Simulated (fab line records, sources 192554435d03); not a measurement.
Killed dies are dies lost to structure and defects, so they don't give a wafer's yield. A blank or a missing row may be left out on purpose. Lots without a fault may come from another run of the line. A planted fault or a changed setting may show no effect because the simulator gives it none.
Split-lot experiment | flow n5_finfet | 7 lots, 21 wafers read, on a route of 1938 steps

THE SPLIT
At N5_BEOL_M0_SAQP_COAT_105 (time 60 s, resist thk 100 nm), the setting spin_rpm was moved away from the recipe's 1500 rpm on 5 of the 21 wafers read, by -10.7% to -4.9%. The other wafers ran this setting at the recipe's value.

FROM THE SPLIT TO THE READING: what the file shows between them, 1 step
- N5_BEOL_M0_SAQP_ETCH_106: etches SOC in N2/H2, stops on SiNx, target depth 150 nm

THE READING
SOC_of_BEOL_M0_SAQP_COAT_105.thk_nm (the simulator's own value, which no gauge read), in nm, at N5_BEOL_M0_SAQP_ETCH_107 (etches SiNx in CH3F/O2, target depth 30 nm). The file gives no usual value for it. The 16 wafers here that ran the recipe average 12.1 nm, standard deviation 1.9 nm.

wafer  | tool, chamber at the split | spin_rpm as run, rpm | against the recipe | SOC_of_BEOL_M0_SAQP_COAT_105.thk_nm, nm | against lot-mates on the recipe
L078.3 | litho_track-04, 0          | 1500                 | recipe             | 16.6                                    | -
L078.4 | litho_track-04, 0          | 1500                 | recipe             | 11.8                                    | -
L078.5 | litho_track-04, 0          | 1500                 | recipe             | 13.8                                    | -
L080.1 | litho_track-05, 0          | 1500                 | recipe             | 12.6                                    | -
L080.3 | litho_track-05, 0          | 1500                 | recipe             | 12.4                                    | -
L080.6 | litho_track-05, 0          | 1500                 | recipe             | 12.4                                    | -
L081.1 | litho_track-03, 0          | 1427                 | -4.9%              | 16.8                                    | +3.4
L081.2 | litho_track-03, 0          | 1500                 | recipe             | 12.8                                    | -
L081.3 | litho_track-03, 0          | 1500                 | recipe             | 14                                      | -
L083.2 | litho_track-03, 0          | 1416                 | -5.6%              | 17                                      | +5.8
L083.3 | litho_track-03, 0          | 1500                 | recipe             | 9.6                                     | -
L083.5 | litho_track-03, 0          | 1500                 | recipe             | 12.8                                    | -
L089.2 | litho_track-03, 0          | 1500                 | recipe             | 13                                      | -
L089.4 | litho_track-03, 0          | 1500                 | recipe             | 10.4                                    | -
L089.6 | litho_track-03, 0          | 1339                 | -10.7%             | 18.2                                    | +6.5
L090.2 | litho_track-05, 0          | 1500                 | recipe             | 12.8                                    | -
L090.3 | litho_track-05, 0          | 1500                 | recipe             | 9.4                                     | -
L090.5 | litho_track-05, 0          | 1500                 | recipe             | 10                                      | -
L096.2 | litho_track-05, 0          | 1356                 | -9.6%              | 16.8                                    | +7.8
L096.3 | litho_track-05, 0          | 1500                 | recipe             | 9                                       | -
L096.4 | litho_track-05, 0          | 1356                 | -9.6%              | 15.2                                    | +6.2

THE FIT
A straight line over all 21 wafers: SOC_of_BEOL_M0_SAQP_COAT_105.thk_nm changes by -0.527 nm for each +1% of spin_rpm; r = -0.72; the points scatter about the line by 2 nm.
The same after taking each lot's own level away (the mean of its wafers on the recipe; 21 wafers): -0.708 nm for each +1%; r = -0.90; scatter 1.3 nm.
On that fit, the largest move of spin_rpm shifts the reading by 7.6 nm.
The lots' own levels span 9.00 to 14.07 nm, that is 2.6 times the standard deviation above.
So the lot-to-lot level blurs the effect unless lot-mates are compared.
Check: with one of the wafers moved furthest among these (-10.7%) left out of the fit, the line predicts +8.22 nm for it against its lot-mates. It came out at +6.5 nm against them.

OTHER SPLITS ON THESE WAFERS
These wafers also went through other splits before the reading. Each is held against what the fit with the lots' levels taken away leaves over:
other split on the same wafers       | wafers away from the commonest value | r with SOC_of_BEOL_M0_SAQP_COAT_105.thk_nm (lot level and that fit taken away)
N5_GATE_CUT_DESCUM_18 time_s         | 5                                    | -0.09
N5_GATE_CUT_CUT_ETCH_54 icp_w        | 10                                   | -0.20
N5_MOL_CONTACT_COAG_PECVD_31 time_s  | 9                                    | +0.07
N5_MOL_CONTACT_COAG_COAT_77 spin_rpm | 5                                    | -0.40

THE WHOLE CHAIN: every reading that the file lists as answering this split, in the file's order
step                     | what it does                                            | reading                                                                              | change (the file's fit)               | r (the file's)
N5_BEOL_M0_SAQP_COAT_105 | time 60 s, resist thk 100 nm                            | SOC_of_BEOL_M0_SAQP_COAT_105.thk_nm (the simulator's own value, which no gauge read) | -0.546 nm for each +1% of the setting | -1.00
N5_BEOL_M0_SAQP_ETCH_106 | etches SOC in N2/H2, stops on SiNx, target depth 150 nm | SOC_of_BEOL_M0_SAQP_COAT_105.thk_nm (the simulator's own value, which no gauge read) | -0.674 nm for each +1% of the setting | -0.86
N5_BEOL_M0_SAQP_ETCH_107 | etches SiNx in CH3F/O2, target depth 30 nm              | SOC_of_BEOL_M0_SAQP_COAT_105.thk_nm (the simulator's own value, which no gauge read) | -0.709 nm for each +1% of the setting | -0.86

THE FILE'S OWN FIT
SOC_of_BEOL_M0_SAQP_COAT_105.thk_nm changes by -0.709 nm for each +1% of spin_rpm, r = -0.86.
